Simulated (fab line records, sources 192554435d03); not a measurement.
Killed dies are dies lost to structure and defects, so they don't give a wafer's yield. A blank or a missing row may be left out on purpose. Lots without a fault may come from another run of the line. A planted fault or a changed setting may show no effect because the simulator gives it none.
Chamber matching | flow n5_finfet | N5_BEOL_M5_DESCUM_16 on rie_diel-02: 4 sister chambers
The step chemistry O2, time 7 s. 8 wafers are shown with their chamber, then 8 later ones without.

WAFERS WITH THEIR CHAMBER
wafer  | chamber | drypump_motor_current_A (A) | showerhead_plenum_p_Torr (Torr)
L075.6 | 3       | 5.6                         | 2.16
L085.4 | 2       | 6.0                         | 2.06
L085.5 | 1       | 6.0                         | 2.05
L090.3 | 1       | 6.0                         | 2.04
L091.1 | 2       | 6.0                         | 2.05
L091.2 | 0       | 5.9                         | 2.06
L091.6 | 0       | 5.9                         | 2.06
L092.1 | 3       | 5.5                         | 2.15

WAFERS WITHOUT THEIR CHAMBER
wafer  | drypump_motor_current_A (A) | showerhead_plenum_p_Torr (Torr)
L092.2 | 6.0                         | 2.04
L092.3 | 6.0                         | 2.05
L097.2 | 6.0                         | 2.05
L097.3 | 5.6                         | 2.15
L097.6 | 6.0                         | 2.05
L094.1 | 6.0                         | 2.04
L094.4 | 6.1                         | 2.04
L094.6 | 5.6                         | 2.15

WHICH CHAMBER EACH WENT THROUGH
wafer  | from the rows above     | in truth
L092.2 | can't be placed: 1 or 2 | 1
L092.3 | can't be placed: 1 or 2 | 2
L097.2 | can't be placed: 1 or 2 | 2
L097.3 | 3                       | 3
L097.6 | can't be placed: 1 or 2 | 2
L094.1 | can't be placed: 1 or 2 | 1
L094.4 | can't be placed: 1 or 2 | 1
L094.6 | 3                       | 3
Placed correctly: 2 of 8. Can't be placed from these rows: 6 (the true chamber is among the candidates in 6). Placed wrongly: 0.
How it was worked out, from the rows above alone: a wafer's distance from a chamber is the root of the sum, over the readings, of the square of ((its reading less the chamber's mean) divided by the reading's scatter). The wafer belongs to the nearest chamber; if the next one is less than 2 further off, it can't be placed. A chamber's mean is the mean of its shown wafers. The scatter: the root of (the sum of the squares of (reading less its chamber's mean) over the shown wafers, divided by (wafers less chambers)).
